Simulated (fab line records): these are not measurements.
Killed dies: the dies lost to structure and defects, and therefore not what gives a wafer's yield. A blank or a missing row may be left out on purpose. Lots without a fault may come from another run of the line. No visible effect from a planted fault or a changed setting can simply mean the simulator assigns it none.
Matching of chambers + flow n5Finfet + N5_BEOL_M8_ETCH_62 on rieDiel-02 has 4 sister chambers
The step etches SOC in N2/H2, target depth 110 nm, overetch 22 nm, time 165 s. 4 wafers are shown with their chamber, then 12 later ones without.

WAFERS, EACH WITH ITS CHAMBER
| wafer  | chamber | showerheadPlenumPTorr (Torr) |
|--------|---------|------------------------------|
| L092.1 | 1       | 2.60                         |
| L093.1 | 0       | 2.49                         |
| L093.2 | 2       | 2.50                         |
| L093.5 | 3       | 2.49                         |

WAFERS WHOSE CHAMBER IS MISSING
| wafer  | showerheadPlenumPTorr (Torr) |
|--------|------------------------------|
| L095.1 | 2.49                         |
| L095.2 | 2.50                         |
| L095.3 | 2.49                         |
| L095.4 | 2.50                         |
| L095.5 | 2.49                         |
| L095.6 | 2.50                         |
| L096.1 | 2.49                         |
| L096.2 | 2.60                         |
| L096.3 | 2.49                         |
| L096.4 | 2.49                         |
| L096.5 | 2.60                         |
| L096.6 | 2.48                         |

EACH ONE'S CHAMBER
| wafer  | from the rows above     | in truth |
|--------|-------------------------|----------|
| L095.1 | can't be placed: 0 or 3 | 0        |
| L095.2 | 2                       | 2        |
| L095.3 | can't be placed: 0 or 3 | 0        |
| L095.4 | 2                       | 2        |
| L095.5 | can't be placed: 0 or 3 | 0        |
| L095.6 | 2                       | 2        |
| L096.1 | can't be placed: 0 or 3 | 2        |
| L096.2 | 1                       | 1        |
| L096.3 | can't be placed: 0 or 3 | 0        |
| L096.4 | can't be placed: 0 or 3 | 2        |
| L096.5 | 1                       | 1        |
| L096.6 | can't be placed: 0 or 3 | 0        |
Correct placement for 5 of the 12. These rows do not allow placing 7 (true chamber among the candidates in 5). Placed wrongly: 0.
How it was worked out, from the rows above alone: a wafer's distance from a chamber is the root of the sum, over the readings, of the square of ((its reading less the chamber's mean) divided by the reading's scatter). The wafer belongs to the nearest chamber; if the next one is less than 2 further off, it can't be placed. A chamber's mean is the mean of its shown wafers. The scatter: with one shown wafer a chamber, the root of the mean of the squares of how far each hidden wafer lies from its nearest shown one.
